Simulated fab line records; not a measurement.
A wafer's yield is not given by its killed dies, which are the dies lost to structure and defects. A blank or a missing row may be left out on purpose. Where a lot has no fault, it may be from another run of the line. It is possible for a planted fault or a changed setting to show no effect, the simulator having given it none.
The tool behind it: which one?	flow nand-harc	72 wafers from 24 lots sampled at 6 of the route's 1302 steps

## WHAT THE GAUGES SHOWED, per wafer
The record lacks any reading of a measuring or inspecting step that a usual standard deviation could be used to judge.

## TOOL THAT RAN EACH LOT (tool first, then ch and the chambers of the sampled wafers, then the start)
lot	NHARC_A_WL_FILL_STRIP_27	NHARC_A_WL_FILL_STRIP_29	NHARC_A_WL_FILL_CMP_12	NHARC_A_CONTACT_ETCH_111	NHARC_A_CONTACT_ETCH_121	NHARC_A_CONTACT_ETCH_122
L074	plasma-asher-01 ch 0,1, day 20 09:05	rie-diel-11 ch 0,1,3, day 20 20:56	cmp-04 ch 0,2,3, day 21 02:52	har-cap-etch-03 ch 0,1, day 21 16:40	har-cap-etch-03 ch 0,1, day 21 18:24	har-cap-etch-03 ch 0,1, day 21 18:34
L075	plasma-asher-02 ch 0, day 20 14:02	rie-diel-06 ch 0,1, day 20 23:41	cmp-04 ch 1,2, day 21 05:43	har-cap-etch-02 ch 1, day 21 21:22	har-cap-etch-02 ch 1, day 21 23:06	har-cap-etch-02 ch 1, day 21 23:16
L077	plasma-asher-02 ch 0,1, day 21 14:05	rie-diel-06 ch 0,1,3, day 22 00:11	cmp-01 ch 0,1,3, day 22 06:09	har-cap-etch-02 ch 0,1, day 22 15:55	har-cap-etch-02 ch 0,1, day 22 17:39	har-cap-etch-02 ch 0,1, day 22 17:50
L076	plasma-asher-01 ch 0,1, day 21 14:16	rie-diel-11 ch 0,1,2, day 22 01:14	cmp-04 ch 1,2, day 22 06:11	har-cap-etch-01 ch 0,1, day 22 16:18	har-cap-etch-01 ch 0,1, day 22 18:01	har-cap-etch-01 ch 0,1, day 22 18:11
L078	plasma-asher-01 ch 0,1, day 22 05:52	rie-diel-11 ch 0,3, day 22 17:01	cmp-04 ch 1,2, day 22 22:59	har-cap-etch-02 ch 0,1, day 23 08:01	har-cap-etch-02 ch 0,1, day 23 09:45	har-cap-etch-02 ch 0,1, day 23 09:55
L080	plasma-asher-02 ch 1, day 22 22:37	rie-diel-11 ch 0,2,3, day 23 08:49	cmp-04 ch 1,3, day 23 14:43	har-cap-etch-03 ch 0,1, day 23 23:59	har-cap-etch-03 ch 0,1, day 24 01:44	har-cap-etch-03 ch 0,1, day 24 01:54
L081	plasma-asher-02 ch 0,1, day 22 23:30	rie-diel-07 ch 0,1,2, day 23 09:56	cmp-01 ch 0,1,3, day 23 14:46	har-cap-etch-01 ch 0,1, day 24 00:49	har-cap-etch-01 ch 0,1, day 24 02:33	har-cap-etch-01 ch 0,1, day 24 02:43
L079	plasma-asher-01 ch 0,1, day 23 03:52	rie-diel-07 ch 1,2,3, day 23 13:59	cmp-04 ch 0,2,3, day 23 20:24	har-cap-etch-03 ch 0,1, day 24 08:20	har-cap-etch-03 ch 0,1, day 24 10:04	har-cap-etch-03 ch 0,1, day 24 10:14
L082	plasma-asher-02 ch 0,1, day 23 13:59	rie-diel-06 ch 1,2,3, day 24 00:09	cmp-01 ch 0,1,3, day 24 06:02	har-cap-etch-02 ch 0,1, day 24 20:44	har-cap-etch-02 ch 0,1, day 24 22:28	har-cap-etch-02 ch 0,1, day 24 22:38
L083	plasma-asher-01 ch 0,1, day 24 15:02	rie-diel-11 ch 0,1, day 25 00:38	cmp-01 ch 0,1,2, day 25 06:32	har-cap-etch-03 ch 0,1, day 25 15:22	har-cap-etch-03 ch 0,1, day 25 17:05	har-cap-etch-03 ch 0,1, day 25 17:16
L084	plasma-asher-01 ch 1, day 24 23:41	rie-diel-11 ch 0,1,3, day 25 10:08	cmp-04 ch 0,2, day 25 16:08	har-cap-etch-01 ch 0,1, day 26 02:16	har-cap-etch-01 ch 0,1, day 26 04:01	har-cap-etch-01 ch 0,1, day 26 04:10
L086	plasma-asher-01 ch 0,1, day 25 03:59	rie-diel-07 ch 0,1,2, day 25 14:02	cmp-02 ch 0,2,3, day 25 19:58	har-cap-etch-03 ch 0,1, day 26 05:19	har-cap-etch-03 ch 0,1, day 26 07:03	har-cap-etch-03 ch 0,1, day 26 07:13
L085	plasma-asher-01 ch 0,1, day 25 04:13	rie-diel-06 ch 1,2,3, day 25 14:06	cmp-04 ch 0,1,3, day 25 19:58	har-cap-etch-02 ch 0,1, day 26 06:29	har-cap-etch-02 ch 0,1, day 26 08:14	har-cap-etch-02 ch 0,1, day 26 08:24
L087	plasma-asher-01 ch 0,1, day 26 09:56	rie-diel-11 ch 1,2,3, day 26 20:12	cmp-01 ch 0,3, day 27 02:02	har-cap-etch-02 ch 0,1, day 27 10:20	har-cap-etch-02 ch 0,1, day 27 12:40	har-cap-etch-02 ch 0,1, day 27 12:58
L088	plasma-asher-02 ch 0,1, day 26 12:52	rie-diel-06 ch 0,1,2, day 26 20:02	cmp-04 ch 1,2,3, day 27 02:02	har-cap-etch-03 ch 0,1, day 27 10:11	har-cap-etch-03 ch 0,1, day 27 11:55	har-cap-etch-03 ch 0,1, day 27 12:05
L090	plasma-asher-02 ch 0,1, day 26 20:18	rie-diel-06 ch 1,2,3, day 27 07:10	cmp-01 ch 0,1,3, day 27 13:20	har-cap-etch-02 ch 0,1, day 27 22:17	har-cap-etch-02 ch 0,1, day 28 00:36	har-cap-etch-02 ch 0,1, day 28 00:50
L089	plasma-asher-02 ch 0,1, day 26 22:10	rie-diel-07 ch 0,3, day 27 07:11	cmp-02 ch 0,1, day 27 13:11	har-cap-etch-03 ch 0,1, day 27 21:15	har-cap-etch-03 ch 0,1, day 27 22:59	har-cap-etch-03 ch 0,1, day 27 23:09
L091	plasma-asher-02 ch 0,1, day 27 07:07	rie-diel-06 ch 1,2,3, day 27 17:04	cmp-01 ch 0,1,3, day 27 23:03	har-cap-etch-02 ch 0,1, day 28 08:08	har-cap-etch-02 ch 0,1, day 28 09:53	har-cap-etch-02 ch 0,1, day 28 10:03
L092	plasma-asher-02 ch 0,1, day 28 15:27	rie-diel-07 ch 1,2,3, day 29 03:27	cmp-04 ch 0,1, day 29 09:27	har-cap-etch-03 ch 0,1, day 29 17:41	har-cap-etch-03 ch 0,1, day 29 19:25	har-cap-etch-03 ch 0,1, day 29 19:35
L093	plasma-asher-02 ch 0,1, day 28 15:35	rie-diel-11 ch 0,1,3, day 29 05:54	cmp-04 ch 1,2, day 29 11:57	har-cap-etch-01 ch 0,1, day 29 21:17	har-cap-etch-01 ch 0,1, day 29 23:02	har-cap-etch-01 ch 0,1, day 29 23:12
L094	plasma-asher-01 ch 0,1, day 29 02:52	rie-diel-11 ch 1,2, day 29 16:47	cmp-01 ch 0,3, day 29 22:57	har-cap-etch-01 ch 0,1, day 30 07:09	har-cap-etch-01 ch 0,1, day 30 08:52	har-cap-etch-01 ch 0,1, day 30 09:03
L095	plasma-asher-01 ch 0,1, day 29 03:02	rie-diel-07 ch 0,1,2, day 29 16:50	cmp-01 ch 1,2,3, day 29 22:46	har-cap-etch-03 ch 0,1, day 30 06:52	har-cap-etch-03 ch 0,1, day 30 08:37	har-cap-etch-03 ch 0,1, day 30 08:47
L097	plasma-asher-02 ch 0,1, day 30 00:59	rie-diel-07 ch 0,2,3, day 30 10:35	cmp-01 ch 0,2,3, day 30 16:35	har-cap-etch-02 ch 0,1, day 31 02:42	har-cap-etch-02 ch 0,1, day 31 04:27	har-cap-etch-02 ch 0,1, day 31 04:37
L096	plasma-asher-02 ch 0,1, day 30 01:07	rie-diel-06 ch 1,3, day 30 10:37	cmp-02 ch 0,3, day 30 16:35	har-cap-etch-01 ch 0,1, day 31 01:50	har-cap-etch-01 ch 0,1, day 31 03:35	har-cap-etch-01 ch 0,1, day 31 03:45
- NHARC_A_WL_FILL_STRIP_27: strips in N2/H2, time 20 s.
- NHARC_A_WL_FILL_STRIP_29: strips in O2, time 20 s.
- NHARC_A_WL_FILL_CMP_12: polishes, t overpolish 30 s, target thk 100 nm.
- NHARC_A_CONTACT_ETCH_111: etches the open film in C4F8/O2/Ar, time 140 s, target depth 700 nm.
- NHARC_A_CONTACT_ETCH_121: etches the open film in C4F8/O2/Ar, time 190 s, target depth 1850 nm.
- NHARC_A_CONTACT_ETCH_122: etches the open film in C4F8/O2/Ar, time 190 s, target depth 1850 nm.

## WHAT THE TOOLS THEMSELVES READ (means of the sampled wafers that have a number; where no wafer has one, the mark that the record gives instead)
NHARC_A_WL_FILL_STRIP_27.
lot	tool	drypump-motor-current-A (A)	heater-power-w (W)
L074	plasma-asher-01	5.69	351
L075	plasma-asher-02	5.53	348
L077	plasma-asher-02	5.83	370
L076	plasma-asher-01	5.68	348
L078	plasma-asher-01	5.70	348
L080	plasma-asher-02	5.94	383
L081	plasma-asher-02	5.68	359
L079	plasma-asher-01	5.64	352
L082	plasma-asher-02	5.83	366
L083	plasma-asher-01	5.69	346
L084	plasma-asher-01	5.56	345
L086	plasma-asher-01	5.63	352
L085	plasma-asher-01	5.70	343
L087	plasma-asher-01	5.62	347
L088	plasma-asher-02	5.68	380
L090	plasma-asher-02	5.81	390
L089	plasma-asher-02	5.67	374
L091	plasma-asher-02	5.66	377
L092	plasma-asher-02	5.81	394
L093	plasma-asher-02	5.68	380
L094	plasma-asher-01	5.63	348
L095	plasma-asher-01	5.69	343
L097	plasma-asher-02	5.65	380
L096	plasma-asher-02	5.82	387

NHARC_A_WL_FILL_STRIP_29.
lot	tool	chamber-pressure-mTorr (mTorr)	drypump-motor-current-A (A)	mfc-ar-sccm (sccm)	oes-product-au (a.u.)	rf-vpp-V (V)	showerhead-plenum-p-Torr (Torr)	throttle-valve-pct (%)
L074	rie-diel-11	59.98	5.5	0.007	0.992	57.3	3.42	17.037
L075	rie-diel-06	60.01	5.0	0.022	1.004	58.1	3.55	17.036
L077	rie-diel-06	60.04	5.0	0.014	0.999	58.0	3.49	17.037
L076	rie-diel-11	59.93	5.4	0.007	0.987	58.3	3.38	17.039
L078	rie-diel-11	59.95	5.7	0.002	0.996	56.9	3.45	17.040
L080	rie-diel-11	59.94	5.6	0.002	0.999	57.4	3.41	17.034
L081	rie-diel-07	59.98	5.3	0.004	1.001	57.9	3.45	17.039
L079	rie-diel-07	60.02	5.4	0.004	0.995	57.1	3.53	17.028
L082	rie-diel-06	60.00	5.0	0.014	0.994	57.6	3.60	17.030
L083	rie-diel-11	60.01	5.3	0.012	0.987	58.0	3.39	17.038
L084	rie-diel-11	59.96	5.5	0.007	1.008	57.7	3.42	17.034
L086	rie-diel-07	60.00	5.3	0.004	1.004	57.8	3.45	17.030
L085	rie-diel-06	60.01	5.0	0.014	0.998	57.3	3.59	17.037
L087	rie-diel-11	60.03	5.6	0.005	1.007	57.1	3.35	17.039
L088	rie-diel-06	59.98	5.2	0.020	0.997	57.6	3.58	17.033
L090	rie-diel-06	60.02	5.0	0.014	1.003	57.3	3.59	17.027
L089	rie-diel-07	60.02	4.9	0.000	0.996	57.8	3.50	17.034
L091	rie-diel-06	60.00	5.0	0.014	0.999	57.0	3.59	17.030
L092	rie-diel-07	60.00	5.4	0.004	1.001	57.7	3.52	17.034
L093	rie-diel-11	60.00	5.5	0.007	1.001	58.0	3.42	17.030
L094	rie-diel-11	60.02	5.5	0.005	0.998	57.7	3.31	17.032
L095	rie-diel-07	60.03	5.3	0.004	0.993	57.9	3.44	17.038
L097	rie-diel-07	60.04	5.3	0.004	1.000	57.8	3.56	17.039
L096	rie-diel-06	60.01	4.8	0.015	0.991	58.0	3.55	17.043

NHARC_A_WL_FILL_CMP_12.
lot	tool	motor-current-A (A)	overpolish-run-s (s)	slurry-flow-ml-min	time-to-endpoint-s (s)
L074	cmp-04	12.2	30.014	149.9	19
L075	cmp-04	12.7	30.003	150.0	16
L077	cmp-01	12.5	29.999	150.4	21
L076	cmp-04	11.9	30.005	150.0	16
L078	cmp-04	12.4	30.006	149.0	12
L080	cmp-04	13.3	29.994	150.1	13
L081	cmp-01	12.7	30.000	150.4	20
L079	cmp-04	12.2	29.990	149.2	17
L082	cmp-01	12.3	29.999	150.0	17
L083	cmp-01	13.6	29.991	150.3	16
L084	cmp-04	11.9	29.998	150.0	15
L086	cmp-02	11.3	29.995	150.6	20
L085	cmp-04	12.5	29.998	150.4	17
L087	cmp-01	12.1	30.005	149.6	17
L088	cmp-04	12.8	29.991	150.4	18
L090	cmp-01	11.9	29.996	150.0	17
L089	cmp-02	11.0	30.003	150.3	22
L091	cmp-01	12.6	29.999	150.2	21
L092	cmp-04	12.5	30.001	150.3	16
L093	cmp-04	12.3	29.997	149.9	16
L094	cmp-01	11.4	29.998	150.7	22
L095	cmp-01	12.6	29.999	150.1	20
L097	cmp-01	12.8	29.996	149.9	21
L096	cmp-02	10.7	29.999	150.0	23

NHARC_A_CONTACT_ETCH_111.
lot	tool	chamber-pressure-mTorr (mTorr)
L074	har-cap-etch-03	19.987
L075	har-cap-etch-02	20.004
L077	har-cap-etch-02	19.999
L076	har-cap-etch-01	19.996
L078	har-cap-etch-02	19.995
L080	har-cap-etch-03	19.996
L081	har-cap-etch-01	20.004
L079	har-cap-etch-03	19.994
L082	har-cap-etch-02	20.006
L083	har-cap-etch-03	19.997
L084	har-cap-etch-01	20.009
L086	har-cap-etch-03	20.011
L085	har-cap-etch-02	20.007
L087	har-cap-etch-02	19.988
L088	har-cap-etch-03	19.997
L090	har-cap-etch-02	20.010
L089	har-cap-etch-03	19.982
L091	har-cap-etch-02	19.976
L092	har-cap-etch-03	20.016
L093	har-cap-etch-01	20.013
L094	har-cap-etch-01	20.001
L095	har-cap-etch-03	19.993
L097	har-cap-etch-02	20.011
L096	har-cap-etch-01	20.011

NHARC_A_CONTACT_ETCH_121.
lot	tool	chamber-pressure-mTorr (mTorr)
L074	har-cap-etch-03	20.007
L075	har-cap-etch-02	19.980
L077	har-cap-etch-02	20.004
L076	har-cap-etch-01	19.994
L078	har-cap-etch-02	19.993
L080	har-cap-etch-03	20.006
L081	har-cap-etch-01	19.994
L079	har-cap-etch-03	19.993
L082	har-cap-etch-02	20.025
L083	har-cap-etch-03	19.991
L084	har-cap-etch-01	20.000
L086	har-cap-etch-03	20.002
L085	har-cap-etch-02	20.017
L087	har-cap-etch-02	20.003
L088	har-cap-etch-03	19.995
L090	har-cap-etch-02	19.979
L089	har-cap-etch-03	19.990
L091	har-cap-etch-02	20.003
L092	har-cap-etch-03	19.990
L093	har-cap-etch-01	20.000
L094	har-cap-etch-01	20.003
L095	har-cap-etch-03	19.998
L097	har-cap-etch-02	20.003
L096	har-cap-etch-01	19.999

NHARC_A_CONTACT_ETCH_122.
lot	tool	chamber-pressure-mTorr (mTorr)
L074	har-cap-etch-03	19.992
L075	har-cap-etch-02	19.997
L077	har-cap-etch-02	19.994
L076	har-cap-etch-01	19.990
L078	har-cap-etch-02	20.004
L080	har-cap-etch-03	19.993
L081	har-cap-etch-01	19.991
L079	har-cap-etch-03	19.995
L082	har-cap-etch-02	19.994
L083	har-cap-etch-03	19.989
L084	har-cap-etch-01	20.010
L086	har-cap-etch-03	19.993
L085	har-cap-etch-02	20.006
L087	har-cap-etch-02	20.001
L088	har-cap-etch-03	20.006
L090	har-cap-etch-02	20.009
L089	har-cap-etch-03	20.016
L091	har-cap-etch-02	20.000
L092	har-cap-etch-03	19.989
L093	har-cap-etch-01	19.990
L094	har-cap-etch-01	19.999
L095	har-cap-etch-03	20.005
L097	har-cap-etch-02	19.992
L096	har-cap-etch-01	20.010

## THE ANSWER, worked out from the rows above alone
Rule: the lots themselves supply what counts as usual. Put in order of their means at a reading, lots are off if they are a third of the lots or fewer, leave a main group of 4 or more, and stand apart from it by a gap of 3 or more times the standard deviation of the main group's means; of several such gaps the widest counts. A main group is skipped when, at the precision printed for the reading in the tables above, its means are all equal. A lot without any number at a reading at which 4 lots or more have one is off too. Any other lot the step has rows for is counted as sound. The gauges are gone through in route order, then the tools' own readings, and for those a lot's mean is taken as printed above. At the first step where some lot is off, the reading lying furthest off is the one used; lots without a number count as furthest.
No lot is off at any reading shown: from this, nothing can be told.

## WHAT THE SIMULATOR HAD INSERTED
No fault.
